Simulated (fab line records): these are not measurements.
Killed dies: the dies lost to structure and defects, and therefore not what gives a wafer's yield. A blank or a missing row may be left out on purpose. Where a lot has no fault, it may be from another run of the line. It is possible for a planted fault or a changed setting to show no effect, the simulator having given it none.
Which tool was responsible? / flow n5-finfet / Sampling: 23 lots, 69 wafers, 4 of 1938 route steps

## WHAT THE GAUGES READ, wafer by wafer
N5_BEOL_M13_RS_MEAS_54: measures by four-point-probe. Usual: M13_RS gives 0.0449 ohm/sq (standard deviation 0.00062).
lot=L074; measured=day 11 09:15; on=film-metro-01; M13_RS (ohm/sq)=0.0447 0.0454 0.0442; flag=
lot=L075; measured=day 11 10:05; on=film-metro-02; M13_RS (ohm/sq)=0.0444 0.0452 0.0446; flag=
lot=L077; measured=day 12 02:22; on=film-metro-01; M13_RS (ohm/sq)=0.0447 0.0450 0.0454; flag=
lot=L076; measured=day 12 02:30; on=film-metro-01; M13_RS (ohm/sq)=0.0445 0.0451 0.0450; flag=
lot=L078; measured=day 12 03:51; on=film-metro-01; M13_RS (ohm/sq)=0.0442 0.0452 0.0451; flag=
lot=L079; measured=day 12 12:46; on=film-metro-02; M13_RS (ohm/sq)=0.0453 0.0454 0.0442; flag=
lot=L080; measured=day 12 17:17; on=film-metro-02; M13_RS (ohm/sq)=0.0447 0.0437 0.0449; flag=
lot=L081; measured=day 12 18:58; on=film-metro-02; M13_RS (ohm/sq)=0.0447 0.0435 0.0455; flag=
lot=L083; measured=day 12 22:38; on=film-metro-02; M13_RS (ohm/sq)=0.0452 0.0457 0.0450; flag=
lot=L082; measured=day 13 02:02; on=film-metro-01; M13_RS (ohm/sq)=0.0453 0.0449 0.0453; flag=
lot=L084; measured=day 13 16:23; on=film-metro-01; M13_RS (ohm/sq)=0.0441 0.0447 0.0444; flag=
lot=L085; measured=day 13 22:33; on=film-metro-01; M13_RS (ohm/sq)=0.0461 0.0457 0.0455; flag=
lot=L086; measured=day 14 00:59; on=film-metro-01; M13_RS (ohm/sq)=0.0442 0.0442 0.0440; flag=
lot=L087; measured=day 14 04:52; on=film-metro-01; M13_RS (ohm/sq)=0.0458 0.0454 0.0455; flag=
lot=L089; measured=day 14 16:55; on=film-metro-01; M13_RS (ohm/sq)=0.0460 0.0464 0.0450; flag=
lot=L090; measured=day 14 21:27; on=film-metro-02; M13_RS (ohm/sq)=0.0440 0.0453 0.0441; flag=
lot=L088; measured=day 15 02:47; on=film-metro-02; M13_RS (ohm/sq)=0.0446 0.0451 0.0449; flag=
lot=L093; measured=day 15 07:48; on=film-metro-02; M13_RS (ohm/sq)=0.0450 0.0440 0.0441; flag=
lot=L091; measured=day 15 18:21; on=film-metro-01; M13_RS (ohm/sq)=0.0452 0.0450 0.0448; flag=
lot=L092; measured=day 16 01:15; on=film-metro-01; M13_RS (ohm/sq)=0.0455 0.0449 0.0442; flag=
lot=L095; measured=day 16 03:29; on=film-metro-02; M13_RS (ohm/sq)=0.0458 0.0450 0.0451; flag=
lot=L096; measured=day 16 18:22; on=film-metro-02; M13_RS (ohm/sq)=0.0449 0.0437 0.0458; flag=
lot=L097; measured=day 17 09:46; on=film-metro-01; M13_RS (ohm/sq)=0.0447 0.0450 0.0443; flag=

N5_BEOL_M15_OVL_MEAS_11. Usual: V14_OVL gives 0 nm (standard deviation 5.7).
lot=L074; measured=day 11 14:32; on=overlay-02; V14_OVL (nm)=-11 -7 -2; flag=
lot=L075; measured=day 11 19:13; on=overlay-02; V14_OVL (nm)=5 1 4; flag=
lot=L077; measured=day 12 09:32; on=overlay-01; V14_OVL (nm)=9 13 8; flag=
lot=L076; measured=day 12 10:11; on=overlay-02; V14_OVL (nm)=-3 -6 -4; flag=
lot=L078; measured=day 12 11:31; on=overlay-01; V14_OVL (nm)=11 14 17; flag=
lot=L079; measured=day 12 17:57; on=overlay-02; V14_OVL (nm)=-7 1 -11; flag=
lot=L080; measured=day 12 22:56; on=overlay-01; V14_OVL (nm)=2 6 -2; flag=
lot=L081; measured=day 12 23:28; on=overlay-02; V14_OVL (nm)=-1 -2 0; flag=
lot=L083; measured=day 13 04:19; on=overlay-01; V14_OVL (nm)=-1 -2 -4; flag=
lot=L082; measured=day 13 10:30; on=overlay-01; V14_OVL (nm)=-7 -4 -5; flag=
lot=L084; measured=day 13 22:50; on=overlay-01; V14_OVL (nm)=0 -1 -2; flag=
lot=L085; measured=day 14 04:40; on=overlay-02; V14_OVL (nm)=-3 3 -7; flag=
lot=L086; measured=day 14 08:46; on=overlay-01; V14_OVL (nm)=-5 -10 -4; flag=
lot=L087; measured=day 14 13:23; on=overlay-01; V14_OVL (nm)=-2 1 12; flag=
lot=L089; measured=day 14 23:30; on=overlay-02; V14_OVL (nm)=-4 -8 3; flag=
lot=L090; measured=day 15 02:37; on=overlay-01; V14_OVL (nm)=-9 -4 -4; flag=
lot=L088; measured=day 15 07:21; on=overlay-01; V14_OVL (nm)=5 8 7; flag=
lot=L093; measured=day 15 15:21; on=overlay-01; V14_OVL (nm)=6 -3 9; flag=
lot=L091; measured=day 16 00:46; on=overlay-01; V14_OVL (nm)=0 1 -6; flag=
lot=L092; measured=day 16 08:54; on=overlay-02; V14_OVL (nm)=1 -4 0; flag=
lot=L095; measured=day 16 09:59; on=overlay-02; V14_OVL (nm)=4 5 7; flag=
lot=L096; measured=day 17 00:01; on=overlay-02; V14_OVL (nm)=2 5 5; flag=
lot=L097; measured=day 17 14:56; on=overlay-01; V14_OVL (nm)=4 9 -1; flag=

## TOOL THAT RAN EACH LOT (tool first, then ch and the chambers of the sampled wafers, then the start)
lot=L074; N5_BEOL_M14_ILD_DEP_00=pecvd-03 ch 1,2, day 11 09:19; N5_BEOL_M14_STRIP_64=rie-diel-05 ch 2,3, day 11 14:32 or earlier
lot=L075; N5_BEOL_M14_ILD_DEP_00=pecvd-04 ch 1,2, day 11 10:08; N5_BEOL_M14_STRIP_64=rie-diel-05 ch 1,2,3, day 11 19:13 or earlier
lot=L077; N5_BEOL_M14_ILD_DEP_00=pecvd-03 ch 0,1,2, day 12 02:26; N5_BEOL_M14_STRIP_64=rie-diel-05 ch 1,2,3, day 12 09:32 or earlier
lot=L076; N5_BEOL_M14_ILD_DEP_00=pecvd-04 ch 1,2, day 12 02:34; N5_BEOL_M14_STRIP_64=rie-diel-01 ch 0,3, day 12 10:11 or earlier
lot=L078; N5_BEOL_M14_ILD_DEP_00=pecvd-03 ch 0,1, day 12 03:55; N5_BEOL_M14_STRIP_64=rie-diel-06 ch 0,2, day 12 11:31 or earlier
lot=L079; N5_BEOL_M14_ILD_DEP_00=pecvd-02 ch 0,1, day 12 12:55; N5_BEOL_M14_STRIP_64=rie-diel-05 ch 1,3, day 12 17:57 or earlier
lot=L080; N5_BEOL_M14_ILD_DEP_00=pecvd-03 ch 0,2, day 12 17:21; N5_BEOL_M14_STRIP_64=rie-diel-06 ch 1,2, day 12 22:56 or earlier
lot=L081; N5_BEOL_M14_ILD_DEP_00=pecvd-03 ch 0,1,2, day 12 19:02; N5_BEOL_M14_STRIP_64=rie-diel-06 ch 1,2,3, day 12 23:28 or earlier
lot=L083; N5_BEOL_M14_ILD_DEP_00=pecvd-02 ch 0,1, day 12 22:41; N5_BEOL_M14_STRIP_64=rie-diel-01 ch 0,1,3, day 13 04:19 or earlier
lot=L082; N5_BEOL_M14_ILD_DEP_00=pecvd-02 ch 0,1, day 13 02:07; N5_BEOL_M14_STRIP_64=rie-diel-01 ch 0,1,3, day 13 10:30 or earlier
lot=L084; N5_BEOL_M14_ILD_DEP_00=pecvd-04 ch 1,2, day 13 16:27; N5_BEOL_M14_STRIP_64=rie-diel-06 ch 0,1, day 13 22:50 or earlier
lot=L085; N5_BEOL_M14_ILD_DEP_00=pecvd-03 ch 0,2, day 13 22:37; N5_BEOL_M14_STRIP_64=rie-diel-05 ch 1,2,3, day 14 04:40 or earlier
lot=L086; N5_BEOL_M14_ILD_DEP_00=pecvd-02 ch 0,1, day 14 01:02; N5_BEOL_M14_STRIP_64=rie-diel-05 ch 0,1,3, day 14 08:46 or earlier
lot=L087; N5_BEOL_M14_ILD_DEP_00=pecvd-02 ch 1,2, day 14 04:55; N5_BEOL_M14_STRIP_64=rie-diel-05 ch 1,3, day 14 13:23 or earlier
lot=L089; N5_BEOL_M14_ILD_DEP_00=pecvd-02 ch 0,2, day 14 16:59; N5_BEOL_M14_STRIP_64=rie-diel-01 ch 1,2,3, day 14 23:30 or earlier
lot=L090; N5_BEOL_M14_ILD_DEP_00=pecvd-02 ch 0,1,2, day 14 21:31; N5_BEOL_M14_STRIP_64=rie-diel-05 ch 1,2,3, day 15 02:37 or earlier
lot=L088; N5_BEOL_M14_ILD_DEP_00=pecvd-02 ch 0,1, day 15 02:51; N5_BEOL_M14_STRIP_64=rie-diel-01 ch 0,1,2, day 15 07:21 or earlier
lot=L093; N5_BEOL_M14_ILD_DEP_00=pecvd-03 ch 0,1,2, day 15 07:52; N5_BEOL_M14_STRIP_64=rie-diel-05 ch 1,2,3, day 15 15:21 or earlier
lot=L091; N5_BEOL_M14_ILD_DEP_00=pecvd-03 ch 0,2, day 15 18:25; N5_BEOL_M14_STRIP_64=rie-diel-05 ch 0,1, day 16 00:46 or earlier
lot=L092; N5_BEOL_M14_ILD_DEP_00=pecvd-02 ch 1,2, day 16 01:19; N5_BEOL_M14_STRIP_64=rie-diel-01 ch 0,1,2, day 16 08:54 or earlier
lot=L095; N5_BEOL_M14_ILD_DEP_00=pecvd-02 ch 0,1,2, day 16 03:32; N5_BEOL_M14_STRIP_64=rie-diel-05 ch 0,2,3, day 16 09:59 or earlier
lot=L096; N5_BEOL_M14_ILD_DEP_00=pecvd-03 ch 0,1,2, day 16 18:26; N5_BEOL_M14_STRIP_64=rie-diel-01 ch 1,3, day 17 00:01 or earlier
lot=L097; N5_BEOL_M14_ILD_DEP_00=pecvd-04 ch 0,2, day 17 09:50; N5_BEOL_M14_STRIP_64=rie-diel-06 ch 0,1,2, day 17 14:56 or earlier
- N5_BEOL_M14_ILD_DEP_00: deposits SiO2 from TEOS/O2, target thk 1119.3 nm, time 237.4 s.
- N5_BEOL_M14_STRIP_64: strips in O2.

## WHAT THE TOOLS THEMSELVES READ (means of the sampled wafers that have a number; where no wafer has one, the mark that the record gives instead)
N5_BEOL_M14_ILD_DEP_00. Usual: heater-power-outer-w 309 W, standard deviation 81; heater-power-w 566 W, standard deviation 120; rf-fwd-power-W 898.0 W, standard deviation 2.9; showerhead-plenum-p-Torr 8.33 Torr, standard deviation 0.04; throttle-valve-pct 18.0 %, standard deviation 1.
lot=L074; tool=pecvd-03; heater-power-outer-w (W)=315; heater-power-w (W)=597; rf-fwd-power-W (W)=898.0; showerhead-plenum-p-Torr (Torr)=8.34; throttle-valve-pct (%)=18.3; flag=
lot=L075; tool=pecvd-04; heater-power-outer-w (W)=302; heater-power-w (W)=532; rf-fwd-power-W (W)=899.4; showerhead-plenum-p-Torr (Torr)=8.38; throttle-valve-pct (%)=16.9; flag=
lot=L077; tool=pecvd-03; heater-power-outer-w (W)=363; heater-power-w (W)=665; rf-fwd-power-W (W)=897.5; showerhead-plenum-p-Torr (Torr)=8.34; throttle-valve-pct (%)=18.8; flag=
lot=L076; tool=pecvd-04; heater-power-outer-w (W)=234; heater-power-w (W)=439; rf-fwd-power-W (W)=898.7; showerhead-plenum-p-Torr (Torr)=8.32; throttle-valve-pct (%)=17.9; flag=
lot=L078; tool=pecvd-03; heater-power-outer-w (W)=323; heater-power-w (W)=579; rf-fwd-power-W (W)=898.3; showerhead-plenum-p-Torr (Torr)=8.34; throttle-valve-pct (%)=19.4; flag=
lot=L079; tool=pecvd-02; heater-power-outer-w (W)=286; heater-power-w (W)=548; rf-fwd-power-W (W)=898.5; showerhead-plenum-p-Torr (Torr)=8.29; throttle-valve-pct (%)=17.4; flag=
lot=L080; tool=pecvd-03; heater-power-outer-w (W)=338; heater-power-w (W)=641; rf-fwd-power-W (W)=899.1; showerhead-plenum-p-Torr (Torr)=8.31; throttle-valve-pct (%)=19.4; flag=
lot=L081; tool=pecvd-03; heater-power-outer-w (W)=354; heater-power-w (W)=648; rf-fwd-power-W (W)=897.1; showerhead-plenum-p-Torr (Torr)=8.35; throttle-valve-pct (%)=18.9; flag=
lot=L083; tool=pecvd-02; heater-power-outer-w (W)=299; heater-power-w (W)=563; rf-fwd-power-W (W)=899.2; showerhead-plenum-p-Torr (Torr)=8.31; throttle-valve-pct (%)=17.4; flag=
lot=L082; tool=pecvd-02; heater-power-outer-w (W)=331; heater-power-w (W)=578; rf-fwd-power-W (W)=896.5; showerhead-plenum-p-Torr (Torr)=8.30; throttle-valve-pct (%)=17.5; flag=
lot=L084; tool=pecvd-04; heater-power-outer-w (W)=303; heater-power-w (W)=523; rf-fwd-power-W (W)=896.0; showerhead-plenum-p-Torr (Torr)=8.36; throttle-valve-pct (%)=17.0; flag=
lot=L085; tool=pecvd-03; heater-power-outer-w (W)=317; heater-power-w (W)=605; rf-fwd-power-W (W)=899.0; showerhead-plenum-p-Torr (Torr)=8.33; throttle-valve-pct (%)=19.5; flag=
lot=L086; tool=pecvd-02; heater-power-outer-w (W)=334; heater-power-w (W)=587; rf-fwd-power-W (W)=898.8; showerhead-plenum-p-Torr (Torr)=8.31; throttle-valve-pct (%)=17.6; flag=
lot=L087; tool=pecvd-02; heater-power-outer-w (W)=303; heater-power-w (W)=561; rf-fwd-power-W (W)=897.8; showerhead-plenum-p-Torr (Torr)=8.33; throttle-valve-pct (%)=17.1; flag=
lot=L089; tool=pecvd-02; heater-power-outer-w (W)=339; heater-power-w (W)=576; rf-fwd-power-W (W)=898.1; showerhead-plenum-p-Torr (Torr)=8.35; throttle-valve-pct (%)=17.3; flag=
lot=L090; tool=pecvd-02; heater-power-outer-w (W)=341; heater-power-w (W)=604; rf-fwd-power-W (W)=898.7; showerhead-plenum-p-Torr (Torr)=8.32; throttle-valve-pct (%)=17.4; flag=
lot=L088; tool=pecvd-02; heater-power-outer-w (W)=257; heater-power-w (W)=514; rf-fwd-power-W (W)=899.4; showerhead-plenum-p-Torr (Torr)=8.29; throttle-valve-pct (%)=17.4; flag=
lot=L093; tool=pecvd-03; heater-power-outer-w (W)=328; heater-power-w (W)=618; rf-fwd-power-W (W)=898.7; showerhead-plenum-p-Torr (Torr)=8.33; throttle-valve-pct (%)=19.0; flag=
lot=L091; tool=pecvd-03; heater-power-outer-w (W)=353; heater-power-w (W)=656; rf-fwd-power-W (W)=901.8; showerhead-plenum-p-Torr (Torr)=8.33; throttle-valve-pct (%)=19.5; flag=
lot=L092; tool=pecvd-02; heater-power-outer-w (W)=256; heater-power-w (W)=511; rf-fwd-power-W (W)=897.3; showerhead-plenum-p-Torr (Torr)=8.30; throttle-valve-pct (%)=17.2; flag=
lot=L095; tool=pecvd-02; heater-power-outer-w (W)=301; heater-power-w (W)=547; rf-fwd-power-W (W)=895.9; showerhead-plenum-p-Torr (Torr)=8.32; throttle-valve-pct (%)=17.4; flag=
lot=L096; tool=pecvd-03; heater-power-outer-w (W)=321; heater-power-w (W)=608; rf-fwd-power-W (W)=901.8; showerhead-plenum-p-Torr (Torr)=8.32; throttle-valve-pct (%)=18.9; flag=
lot=L097; tool=pecvd-04; heater-power-outer-w (W)=348; heater-power-w (W)=590; rf-fwd-power-W (W)=896.8; showerhead-plenum-p-Torr (Torr)=8.38; throttle-valve-pct (%)=16.9; flag=

N5_BEOL_M14_STRIP_64. Usual: drypump-motor-current-A 5.6 A, standard deviation 0.43; oes-product-au 0.82 a.u., standard deviation 0.069; rf-vpp-V 3.7 V, standard deviation 0.54; showerhead-plenum-p-Torr 2.09 Torr, standard deviation 0.078; throttle-valve-pct 16.63 %, standard deviation 0.19.
lot=L074; tool=rie-diel-05; drypump-motor-current-A (A)=5.2; oes-product-au (a.u.)=0.85; rf-vpp-V (V)=3.4; showerhead-plenum-p-Torr (Torr)=2.15; throttle-valve-pct (%)=16.63; flag=
lot=L075; tool=rie-diel-05; drypump-motor-current-A (A)=5.6; oes-product-au (a.u.)=0.85; rf-vpp-V (V)=3.7; showerhead-plenum-p-Torr (Torr)=2.13; throttle-valve-pct (%)=16.59; flag=
lot=L077; tool=rie-diel-05; drypump-motor-current-A (A)=5.6; oes-product-au (a.u.)=0.85; rf-vpp-V (V)=3.5; showerhead-plenum-p-Torr (Torr)=2.12; throttle-valve-pct (%)=16.61; flag=
lot=L076; tool=rie-diel-01; drypump-motor-current-A (A)=5.6; oes-product-au (a.u.)=0.84; rf-vpp-V (V)=3.8; showerhead-plenum-p-Torr (Torr)=2.03; throttle-valve-pct (%)=16.47; flag=
lot=L078; tool=rie-diel-06; drypump-motor-current-A (A)=5.5; oes-product-au (a.u.)=0.72; rf-vpp-V (V)=3.5; showerhead-plenum-p-Torr (Torr)=2.12; throttle-valve-pct (%)=16.93; flag=
lot=L079; tool=rie-diel-05; drypump-motor-current-A (A)=5.7; oes-product-au (a.u.)=0.85; rf-vpp-V (V)=3.9; showerhead-plenum-p-Torr (Torr)=2.16; throttle-valve-pct (%)=16.46; flag=
lot=L080; tool=rie-diel-06; drypump-motor-current-A (A)=6.1; oes-product-au (a.u.)=0.78; rf-vpp-V (V)=3.7; showerhead-plenum-p-Torr (Torr)=2.17; throttle-valve-pct (%)=16.86; flag=
lot=L081; tool=rie-diel-06; drypump-motor-current-A (A)=5.9; oes-product-au (a.u.)=0.80; rf-vpp-V (V)=3.5; showerhead-plenum-p-Torr (Torr)=2.15; throttle-valve-pct (%)=16.83; flag=
lot=L083; tool=rie-diel-01; drypump-motor-current-A (A)=5.8; oes-product-au (a.u.)=0.91; rf-vpp-V (V)=3.7; showerhead-plenum-p-Torr (Torr)=2.05; throttle-valve-pct (%)=16.49; flag=
lot=L082; tool=rie-diel-01; drypump-motor-current-A (A)=5.7; oes-product-au (a.u.)=0.89; rf-vpp-V (V)=3.5; showerhead-plenum-p-Torr (Torr)=2.05; throttle-valve-pct (%)=16.50; flag=
lot=L084; tool=rie-diel-06; drypump-motor-current-A (A)=5.3; oes-product-au (a.u.)=0.80; rf-vpp-V (V)=3.8; showerhead-plenum-p-Torr (Torr)=2.21; throttle-valve-pct (%)=16.85; flag=
lot=L085; tool=rie-diel-05; drypump-motor-current-A (A)=5.6; oes-product-au (a.u.)=0.83; rf-vpp-V (V)=3.5; showerhead-plenum-p-Torr (Torr)=2.12; throttle-valve-pct (%)=16.63; flag=
lot=L086; tool=rie-diel-05; drypump-motor-current-A (A)=5.5; oes-product-au (a.u.)=0.82; rf-vpp-V (V)=3.6; showerhead-plenum-p-Torr (Torr)=2.12; throttle-valve-pct (%)=16.50; flag=
lot=L087; tool=rie-diel-05; drypump-motor-current-A (A)=5.4; oes-product-au (a.u.)=0.83; rf-vpp-V (V)=3.6; showerhead-plenum-p-Torr (Torr)=2.18; throttle-valve-pct (%)=16.53; flag=
lot=L089; tool=rie-diel-01; drypump-motor-current-A (A)=5.4; oes-product-au (a.u.)=0.81; rf-vpp-V (V)=3.7; showerhead-plenum-p-Torr (Torr)=2.03; throttle-valve-pct (%)=16.49; flag=
lot=L090; tool=rie-diel-05; drypump-motor-current-A (A)=5.6; oes-product-au (a.u.)=0.81; rf-vpp-V (V)=3.6; showerhead-plenum-p-Torr (Torr)=2.12; throttle-valve-pct (%)=16.65; flag=
lot=L088; tool=rie-diel-01; drypump-motor-current-A (A)=5.7; oes-product-au (a.u.)=0.85; rf-vpp-V (V)=3.9; showerhead-plenum-p-Torr (Torr)=2.04; throttle-valve-pct (%)=16.61; flag=
lot=L093; tool=rie-diel-05; drypump-motor-current-A (A)=5.6; oes-product-au (a.u.)=0.81; rf-vpp-V (V)=3.4; showerhead-plenum-p-Torr (Torr)=2.11; throttle-valve-pct (%)=16.65; flag=
lot=L091; tool=rie-diel-05; drypump-motor-current-A (A)=5.7; oes-product-au (a.u.)=0.80; rf-vpp-V (V)=3.6; showerhead-plenum-p-Torr (Torr)=2.05; throttle-valve-pct (%)=16.47; flag=
lot=L092; tool=rie-diel-01; drypump-motor-current-A (A)=5.7; oes-product-au (a.u.)=0.84; rf-vpp-V (V)=3.5; showerhead-plenum-p-Torr (Torr)=2.04; throttle-valve-pct (%)=16.61; flag=
lot=L095; tool=rie-diel-05; drypump-motor-current-A (A)=5.4; oes-product-au (a.u.)=0.79; rf-vpp-V (V)=3.7; showerhead-plenum-p-Torr (Torr)=2.07; throttle-valve-pct (%)=16.67; flag=
lot=L096; tool=rie-diel-01; drypump-motor-current-A (A)=5.6; oes-product-au (a.u.)=0.85; rf-vpp-V (V)=4.0; showerhead-plenum-p-Torr (Torr)=2.03; throttle-valve-pct (%)=16.46; flag=
lot=L097; tool=rie-diel-06; drypump-motor-current-A (A)=5.6; oes-product-au (a.u.)=0.81; rf-vpp-V (V)=3.7; showerhead-plenum-p-Torr (Torr)=2.15; throttle-valve-pct (%)=16.80; flag=

## THE ANSWER, worked out from the rows above alone
Rule: a lot counts as off when the mean over its wafers that have a number is more than 3 standard deviations away from the usual mean. A lot without any number at a reading at which 4 lots or more have one is off too. All remaining lots with rows at the step are treated as sound. After the gauges, taken in route order, come the tools' own readings; for these a lot's mean is taken, as printed above. The first step at which some lot is off is used, and at that step the reading that is off furthest; a lot without a number counts as furthest.
Nothing can be told from this: no lot is off at any reading shown.

## WHAT THE SIMULATOR HAD PUT IN
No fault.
